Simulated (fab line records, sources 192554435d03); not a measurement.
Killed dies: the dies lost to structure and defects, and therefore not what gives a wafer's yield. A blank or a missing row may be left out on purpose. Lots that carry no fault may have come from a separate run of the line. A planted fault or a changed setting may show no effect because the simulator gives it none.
Check of tool commonality || flow n5_finfet || Lots sampled 10, wafers sampled 29

WHY IT WAS OPENED
Flagged at N5_BEOL_M3_CD_MEAS_11: reading cd_nm, on 3 of 10 lots. Wafers without a fault read 16.96 nm, standard deviation 0.24.
Rule: a lot gets a flag if all its wafers with a number sit over 4 standard deviations from that mean, or if no wafer of it has a number. All remaining lots are regarded as sound.

{"lot": "L560", "measured": "day 7 12:16", "on": "cd_sem-01", "cd_nm (nm), wafer by wafer": "16.74 16.77 16.98", "flag": ""}
{"lot": "L562", "measured": "day 8 05:16", "on": "cd_sem-01", "cd_nm (nm), wafer by wafer": "16.84 17.30 16.82", "flag": ""}
{"lot": "L563", "measured": "day 8 08:07", "on": "cd_sem-01", "cd_nm (nm), wafer by wafer": "17.11 16.63 16.86", "flag": ""}
{"lot": "L566", "measured": "day 9 04:47", "on": "cd_sem-01", "cd_nm (nm), wafer by wafer": "16.76 16.85 16.77", "flag": ""}
{"lot": "L567", "measured": "day 9 07:41", "on": "cd_sem-03", "cd_nm (nm), wafer by wafer": "17.32 17.43", "flag": ""}
{"lot": "L568", "measured": "day 9 13:02", "on": "cd_sem-03", "cd_nm (nm), wafer by wafer": "16.93 16.86 17.15", "flag": ""}
{"lot": "L571", "measured": "day 10 09:30", "on": "cd_sem-01", "cd_nm (nm), wafer by wafer": "13.48 13.48 13.46", "flag": "FLAGGED"}
{"lot": "L572", "measured": "day 10 11:05", "on": "cd_sem-03", "cd_nm (nm), wafer by wafer": "14.02 14.42 14.79", "flag": "FLAGGED"}
{"lot": "L573", "measured": "day 10 22:59", "on": "cd_sem-01", "cd_nm (nm), wafer by wafer": "15.08 15.08 15.04", "flag": "FLAGGED"}
{"lot": "L581", "measured": "day 12 20:50", "on": "cd_sem-03", "cd_nm (nm), wafer by wafer": "16.76 17.03 16.22", "flag": ""}
Average over the flagged lots: 14.32 nm; offset from the usual -2.64 nm, equal to -11 standard deviations.

WHICH TOOL RAN EACH LOT
3 process steps preceding the reading are held in the record, out of 1938 steps in the route. Read each cell as the tool, then ch plus the chambers that the sampled wafers visited, then the start.
{"lot": "L560", "flag": "", "N5_BEOL_M2_ANNEAL_95": "pvd_sputter-02, day 7 09:59", "N5_BEOL_M2_DEP_57": "pecvd-04 ch 0,1,2, day 7 11:06", "N5_BEOL_M3_EXPOSE_08": "euv_scanner-01 ch 0, day 7 12:09"}
{"lot": "L562", "flag": "", "N5_BEOL_M2_ANNEAL_95": "pvd_sputter-01, day 8 02:45", "N5_BEOL_M2_DEP_57": "pecvd-04 ch 0,1, day 8 03:56", "N5_BEOL_M3_EXPOSE_08": "euv_scanner-01 ch 0, day 8 05:08"}
{"lot": "L563", "flag": "", "N5_BEOL_M2_ANNEAL_95": "pvd_sputter-03, day 8 05:41", "N5_BEOL_M2_DEP_57": "pecvd-01 ch 1,2, day 8 07:04", "N5_BEOL_M3_EXPOSE_08": "euv_scanner-01 ch 0, day 8 08:00"}
{"lot": "L566", "flag": "", "N5_BEOL_M2_ANNEAL_95": "pvd_sputter-03, day 9 02:49", "N5_BEOL_M2_DEP_57": "pecvd-01 ch 0,1, day 9 04:05", "N5_BEOL_M3_EXPOSE_08": "euv_scanner-02 ch 0, day 9 04:40"}
{"lot": "L567", "flag": "", "N5_BEOL_M2_ANNEAL_95": "pvd_sputter-01, day 9 05:34", "N5_BEOL_M2_DEP_57": "pecvd-04 ch 0,2, day 9 06:42", "N5_BEOL_M3_EXPOSE_08": "euv_scanner-02 ch 0, day 9 07:33"}
{"lot": "L568", "flag": "", "N5_BEOL_M2_ANNEAL_95": "pvd_sputter-01, day 9 09:56", "N5_BEOL_M2_DEP_57": "pecvd-01 ch 0,1,2, day 9 11:07", "N5_BEOL_M3_EXPOSE_08": "euv_scanner-02 ch 0, day 9 12:55"}
{"lot": "L571", "flag": "FLAGGED", "N5_BEOL_M2_ANNEAL_95": "pvd_sputter-01, day 10 05:16", "N5_BEOL_M2_DEP_57": "pecvd-03 ch 1,2, day 10 06:26", "N5_BEOL_M3_EXPOSE_08": "euv_scanner-02 ch 0, day 10 09:23"}
{"lot": "L572", "flag": "FLAGGED", "N5_BEOL_M2_ANNEAL_95": "pvd_sputter-03, day 10 08:57", "N5_BEOL_M2_DEP_57": "pecvd-03 ch 1,2, day 10 10:06", "N5_BEOL_M3_EXPOSE_08": "euv_scanner-02 ch 0, day 10 10:58"}
{"lot": "L573", "flag": "FLAGGED", "N5_BEOL_M2_ANNEAL_95": "pvd_sputter-01, day 10 20:08", "N5_BEOL_M2_DEP_57": "pecvd-03 ch 0,1,2, day 10 21:27", "N5_BEOL_M3_EXPOSE_08": "euv_scanner-02 ch 0, day 10 22:53"}
{"lot": "L581", "flag": "", "N5_BEOL_M2_ANNEAL_95": "pvd_sputter-01, day 12 18:55", "N5_BEOL_M2_DEP_57": "pecvd-03 ch 0,1, day 12 20:02", "N5_BEOL_M3_EXPOSE_08": "euv_scanner-01 ch 0, day 12 20:43"}
What these steps do:
- N5_BEOL_M2_ANNEAL_95: time 240 s.
- N5_BEOL_M2_DEP_57: deposits SiCN from 3MS/NH3, target thk 8 nm, time 14 s.
- N5_BEOL_M3_EXPOSE_08: exposes mask M3.
- N5_BEOL_M3_CD_MEAS_11: target cd 17.05 nm.

FLAGGED OVER TOTAL, TOOL BY TOOL (the gauges that took the reading come last)
{"step": "N5_BEOL_M2_ANNEAL_95", "tool": "pvd_sputter-01", "lots run": 6, "flagged": 2, "share of the flagged lots": "some", "sound lots run after its first flagged lot": "1 (L581)"}
{"step": "N5_BEOL_M2_ANNEAL_95", "tool": "pvd_sputter-02", "lots run": 1, "flagged": 0, "share of the flagged lots": "none", "sound lots run after its first flagged lot": "-"}
{"step": "N5_BEOL_M2_ANNEAL_95", "tool": "pvd_sputter-03", "lots run": 3, "flagged": 1, "share of the flagged lots": "some", "sound lots run after its first flagged lot": 0}
{"step": "N5_BEOL_M2_DEP_57", "tool": "pecvd-01", "lots run": 3, "flagged": 0, "share of the flagged lots": "none", "sound lots run after its first flagged lot": "-"}
{"step": "N5_BEOL_M2_DEP_57", "tool": "pecvd-03", "lots run": 4, "flagged": 3, "share of the flagged lots": "all", "sound lots run after its first flagged lot": "1 (L581)"}
{"step": "N5_BEOL_M2_DEP_57", "tool": "pecvd-04", "lots run": 3, "flagged": 0, "share of the flagged lots": "none", "sound lots run after its first flagged lot": "-"}
{"step": "N5_BEOL_M3_EXPOSE_08", "tool": "euv_scanner-01", "lots run": 4, "flagged": 0, "share of the flagged lots": "none", "sound lots run after its first flagged lot": "-"}
{"step": "N5_BEOL_M3_EXPOSE_08", "tool": "euv_scanner-02", "lots run": 6, "flagged": 3, "share of the flagged lots": "all", "sound lots run after its first flagged lot": 0}
{"step": "N5_BEOL_M3_CD_MEAS_11", "tool": "cd_sem-01", "lots run": 6, "flagged": 2, "share of the flagged lots": "some", "sound lots run after its first flagged lot": 0}
{"step": "N5_BEOL_M3_CD_MEAS_11", "tool": "cd_sem-03", "lots run": 4, "flagged": 1, "share of the flagged lots": "some", "sound lots run after its first flagged lot": "1 (L581)"}

WHAT THE TABLE PERMITS
Every flagged lot went through 2 rows of the table: pecvd-03 at N5_BEOL_M2_DEP_57 and euv_scanner-02 at N5_BEOL_M3_EXPOSE_08.
- pecvd-03 at N5_BEOL_M2_DEP_57: 3 of its 4 lots flagged. Sound lots followed the first flagged one (L581) on it, something a lasting fault affecting the whole tool could not allow.
- euv_scanner-02 at N5_BEOL_M3_EXPOSE_08: 3 of its 6 lots flagged. Last sound lot L568 at day 9 12:55, first flagged lot L571 at day 10 09:23; a fault beginning in between fits. Its own readings lie more than 4 standard deviations out on every wafer of the flagged lots: exposure_dose_mJ_cm2.
Just one tool remains: euv_scanner-02 at N5_BEOL_M3_EXPOSE_08.

WHAT WAS PUT IN BY THE SIMULATOR
Process parameter drift: euv_scanner-02, from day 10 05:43 on, at N5_BEOL_M3_EXPOSE_08. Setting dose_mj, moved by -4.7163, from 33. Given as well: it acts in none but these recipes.
Struck lots among those shown: L571, L572, L573. The same result came from the rule above.
